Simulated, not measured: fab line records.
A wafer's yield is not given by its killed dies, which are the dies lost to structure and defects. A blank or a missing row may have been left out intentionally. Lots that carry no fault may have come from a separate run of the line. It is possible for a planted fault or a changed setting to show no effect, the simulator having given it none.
Matching of chambers || flow nand-harc || 3 sister chambers for NHARC_P_M0_DEP_32 on pecvd-02
The step deposits SiCN, target thk 30 nm. 3 wafers are shown with their chamber, then 12 later ones without.

== WAFERS, EACH WITH ITS CHAMBER ==
{"wafer": "L087.1", "chamber": 0, "heater-power-w (W)": 425}
{"wafer": "L090.2", "chamber": 2, "heater-power-w (W)": 709}
{"wafer": "L090.6", "chamber": 1, "heater-power-w (W)": 512}

== WAFERS WHOSE CHAMBER IS MISSING ==
{"wafer": "L091.1", "heater-power-w (W)": 734}
{"wafer": "L091.3", "heater-power-w (W)": 475}
{"wafer": "L091.4", "heater-power-w (W)": 723}
{"wafer": "L095.1", "heater-power-w (W)": 449}
{"wafer": "L095.2", "heater-power-w (W)": 761}
{"wafer": "L095.4", "heater-power-w (W)": 450}
{"wafer": "L096.3", "heater-power-w (W)": 500}
{"wafer": "L096.5", "heater-power-w (W)": 641}
{"wafer": "L096.6", "heater-power-w (W)": 686}
{"wafer": "L097.1", "heater-power-w (W)": 476}
{"wafer": "L097.5", "heater-power-w (W)": 494}
{"wafer": "L097.6", "heater-power-w (W)": 589}

== EACH ONE'S CHAMBER ==
{"wafer": "L091.1", "from the rows above": 2, "in truth": 2}
{"wafer": "L091.3", "from the rows above": "can't be placed: 1 or 0", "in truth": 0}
{"wafer": "L091.4", "from the rows above": 2, "in truth": 2}
{"wafer": "L095.1", "from the rows above": "can't be placed: 0 or 1", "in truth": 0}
{"wafer": "L095.2", "from the rows above": 2, "in truth": 2}
{"wafer": "L095.4", "from the rows above": "can't be placed: 0 or 1", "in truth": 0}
{"wafer": "L096.3", "from the rows above": "can't be placed: 1 or 0", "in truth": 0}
{"wafer": "L096.5", "from the rows above": "can't be placed: 2 or 1", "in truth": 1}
{"wafer": "L096.6", "from the rows above": 2, "in truth": 2}
{"wafer": "L097.1", "from the rows above": "can't be placed: 1 or 0", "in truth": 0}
{"wafer": "L097.5", "from the rows above": "can't be placed: 1 or 0", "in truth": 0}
{"wafer": "L097.6", "from the rows above": "can't be placed: 1 or 2", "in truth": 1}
Correct placement for 4 of the 12. Can't be placed from these rows: 8 (the true chamber is among the candidates in 8). Placed wrongly: 0.
How it was worked out, from the rows above alone: a wafer's distance from a chamber is the root of the sum, over the readings, of the square of ((its reading less the chamber's mean) divided by the reading's scatter). The wafer belongs to the nearest chamber; if the next one is less than 2 further off, it can't be placed. Each chamber's mean is taken over the wafers shown for it. The scatter: root of mean squared gap, hidden wafer to nearest shown wafer, with one shown wafer a chamber.
